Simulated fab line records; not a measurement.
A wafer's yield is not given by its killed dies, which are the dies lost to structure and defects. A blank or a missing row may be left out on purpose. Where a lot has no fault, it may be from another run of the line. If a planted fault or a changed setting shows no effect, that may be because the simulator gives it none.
Shared-tool check || flow nand_harc || Sample size 2 lots and 6 wafers

== WHY IT WAS OPENED ==
On 2 of the 2 lots, a flag is raised at NHARC_END_SORT_01 on the reading killed_dies. No-fault wafers: 65, standard deviation 20.
Rule: a lot is flagged when every wafer of it that has a number lies more than 4 standard deviations from that mean, or none has a number. All remaining lots are regarded as sound.

{"lot": "L203", "measured": "day 28 00:35", "on": "prober-02", "killed_dies, wafer by wafer": "677 677 677", "flag": "FLAGGED"}
{"lot": "L201", "measured": "day 28 08:25", "on": "prober-01", "killed_dies, wafer by wafer": "677 677 677", "flag": "FLAGGED"}
On average the flagged lots' numbers are 677, which is +612 against the usual, or +31 standard deviations.

== LOT BY LOT: THE TOOL USED ==
Before the reading, the record contains 3 process steps out of a 1302-step route. Every cell lists first the tool, next ch and the chambers used by the sampled wafers, and last the start.
{"lot": "L203", "flag": "FLAGGED", "NHARC_A_CHANNEL_HOLE_D2_DEP_00": "acl_dep-02 ch 0, day 17 03:28", "NHARC_A_BONDPAD_DEP_00": "no row", "NHARC_A_BONDPAD_ETCH_12": "no row"}
{"lot": "L201", "flag": "FLAGGED", "NHARC_A_CHANNEL_HOLE_D2_DEP_00": "acl_dep-02 ch 0, day 16 16:12", "NHARC_A_BONDPAD_DEP_00": "no row", "NHARC_A_BONDPAD_ETCH_12": "no row"}
What is done by these steps:
- NHARC_A_CHANNEL_HOLE_D2_DEP_00: deposits aC, target thk 3100 nm.
- NHARC_A_BONDPAD_DEP_00: deposits SiCN, target thk 250 nm.
- NHARC_A_BONDPAD_ETCH_12: etches the open film in CHF3/O2, target depth 220 nm, time 110 s.
- NHARC_END_SORT_01

== FLAGGED OVER TOTAL, TOOL BY TOOL (the gauges that took the reading come last) ==
{"step": "NHARC_A_CHANNEL_HOLE_D2_DEP_00", "tool": "acl_dep-02", "lots run": 2, "flagged": 2, "share of the flagged lots": "all", "sound lots run after its first flagged lot": 0}
{"step": "NHARC_END_SORT_01", "tool": "prober-01", "lots run": 1, "flagged": 1, "share of the flagged lots": "some", "sound lots run after its first flagged lot": 0}
{"step": "NHARC_END_SORT_01", "tool": "prober-02", "lots run": 1, "flagged": 1, "share of the flagged lots": "some", "sound lots run after its first flagged lot": 0}

== WHAT THE TABLE PERMITS ==
1 row of the table ran every flagged lot: acl_dep-02 at NHARC_A_CHANNEL_HOLE_D2_DEP_00.
- acl_dep-02 at NHARC_A_CHANNEL_HOLE_D2_DEP_00: 2 of its 2 lots flagged. No sound lot ran on it before its first flagged lot in this sample; the start therefore can't be narrowed down.
Just one tool remains: acl_dep-02 at NHARC_A_CHANNEL_HOLE_D2_DEP_00.

== WHAT HAD BEEN PUT IN BY THE SIMULATOR ==
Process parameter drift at NHARC_A_CHANNEL_HOLE_D2_DEP_00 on acl_dep-02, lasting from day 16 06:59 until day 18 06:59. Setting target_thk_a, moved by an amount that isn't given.
Struck lots among those shown: L203, L201. The rule given above showed the same thing.
